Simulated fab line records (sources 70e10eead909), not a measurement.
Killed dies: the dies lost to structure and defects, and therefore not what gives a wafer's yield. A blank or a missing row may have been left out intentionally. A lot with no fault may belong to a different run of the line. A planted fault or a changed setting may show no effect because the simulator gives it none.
Comparing a struck lot with a sound one ; flow nand_harc ; 18 out of 1302 route steps
Sound: these wafers, L325.2, L325.4, L325.6. Wafers L337.1, L337.4, L337.5 were the ones struck. The cause comes at the end.
Per side, at each step with rows, come the tool, then ch with its chambers, and then its first start. Under that, the readings that differ: sound wafers ; struck wafers ; difference of the means ; sigmas: that difference in standard deviations of wafers without a fault.
alike: a reading whose means differ by less than 2 such deviations, as well as words and numbers matching on both sides. not compared: withheld readings; readings where some wafer has no value; bounds like >300 that might hide an equal value; numbers whose values overlap and for which the record gives no deviation.
The two part at a step that has a row with sigmas, a row that says differs or no value, or rows on one side only. Non-overlapping numbers with no deviation appear without sigmas and do not part them. Lack of a reading on every wafer of one side parts them only where that side has two or more wafers.

first, 6 steps without rows for these wafers: NHARC_THIN_TSV_COAT_27; NHARC_THIN_TSV_SOFTBAKE_28 (time 95 s); NHARC_THIN_TSV_EBR_29; NHARC_THIN_TSV_EXPOSE_30 (exposes mask PAD); NHARC_THIN_TSV_PEB_31 (peb time 85 s); NHARC_THIN_TSV_DEVELOP_32 (time 70 s).
NHARC_THIN_TSV_CD_MEAS_33: target cd 5000 nm.
  sound on cd_sem-01 ch 0, day 25 02:22; struck on cd_sem-03 ch 0, day 31 09:38
  alike: cd_nm
then, 1 step without rows for these wafers: NHARC_THIN_TSV_HARDBAKE_34 (time 80 s).
NHARC_THIN_TSV_DESCUM_35: chemistry O2, time 3 s.
  sound on rie_diel-01 ch 0,1,3, day 25 02:31; struck on rie_diel-01 ch 0,1,2, day 31 09:50
  alike: drypump_motor_current_A, o2_flow_sccm, oes_product_au, rf_vpp_V, showerhead_plenum_p_Torr, throttle_valve_pct
  not compared: rf_hours_counter_h
NHARC_THIN_TSV_ETCH_59: etches the open film in Cl2/BCl3, target depth 880 nm, time 138.1 s.
  sound on rie_metal-03 ch 0,1, day 25 02:41; struck on rie_metal-02 ch 0,1, day 31 09:58
  alike: drypump_motor_current_A, oes_product_au, throttle_valve_pct
  not compared: rf_hours_counter_h
NHARC_THIN_TSV_ETCH_36: etches the open film in Cl2/BCl3, target depth 65 nm, time 18.571 s.
  sound on rie_metal-03 ch 0,1, day 25 02:55; struck on rie_metal-02 ch 0,1, day 31 10:11
  alike: drypump_motor_current_A, oes_product_au
  not compared: rf_hours_counter_h
NHARC_THIN_TSV_STRIP_56: strips in O2.
  sound on plasma_asher-01 ch 0,1, day 25 03:03; struck on plasma_asher-01 ch 0,1, day 31 10:20
  alike: drypump_motor_current_A, heater_power_w
  not compared: rf_hours_counter_h
NHARC_THIN_TSV_STRIP_57: strips in post etch residue remover, time 1200 s.
  sound on wet_bench-08 ch 0,1,7, day 25 03:22; struck on wet_bench-08 ch 0,1,6, day 31 10:39
NHARC_THIN_TSV_CD_MEAS_37:
  struck on cd_sem-03, day 31 11:05; sound on cd_sem-03, day 25 03:48
  alike: cd_nm
then, 1 step without rows for these wafers: NHARC_THIN_TSV_ANNEAL_58 (time 1800 s).
NHARC_THIN_TSV_INSPECT_40:
  struck on defect_inspect-01, day 31 15:02; sound on defect_inspect-01, day 25 08:28
reading;sound;struck;difference;sigmas
raw_defect_count;487 433 472;1588 1727 1684;+1202;+14
NHARC_END_WLT_00:
  struck on prober-02, day 31 15:06; sound on prober-01, day 25 09:00
reading;sound;struck;difference;sigmas
VT_DECK1_BOTTOM;0.861 0.854 0.858;0.882 0.881 0.874;+0.021;+2
VT_DECK1_BOTTOM_INNER;0.865 0.857 0.858;0.881 0.885 0.881;+0.022;+3
VT_DECK1_MEDIAN_NEAR_BOTTOM;0.858 0.851 0.862;0.878 0.875 0.877;+0.020;+2
VT_DECK1_MEDIAN_NEAR_BOTTOM_INNER;0.868 0.853 0.856;0.879 0.880 0.877;+0.020;+2
VT_DECK1_MIDDLE;0.873 0.874 0.876;0.897 0.888 0.886;+0.016;+2
VT_DECK1_TOP;0.882 0.877 0.890;0.902 0.899 0.900;+0.017;+2
  alike: VT_DECK1_MIDDLE_INNER, VT_DECK1_TOP_INNER, VT_DECK2_BOTTOM, VT_DECK2_BOTTOM_INNER, VT_DECK2_MEDIAN_NEAR_BOTTOM, VT_DECK2_MEDIAN_NEAR_BOTTOM_INNER, VT_DECK2_MIDDLE, VT_DECK2_MIDDLE_INNER, VT_DECK2_TOP, VT_DECK2_TOP_INNER
NHARC_END_SORT_01:
  sound on prober-01 ch 0, day 25 12:17; struck on prober-02 ch 0, day 31 18:04
reading;sound;struck;difference;sigmas
defect_limited_yield (%);97 97 96;79 80 86;-15;-5
killed_at_other;1 1 1;87 74 59;+72;+66
killed_dies;19 23 28;143 133 98;+101;+5
  alike: killed_at_array, killed_at_periphery, killed_open, killed_short

## WHERE THEY PART
First at NHARC_THIN_TSV_INSPECT_40; last, within this record, at NHARC_END_SORT_01.

WHY: what had been put in by the simulator
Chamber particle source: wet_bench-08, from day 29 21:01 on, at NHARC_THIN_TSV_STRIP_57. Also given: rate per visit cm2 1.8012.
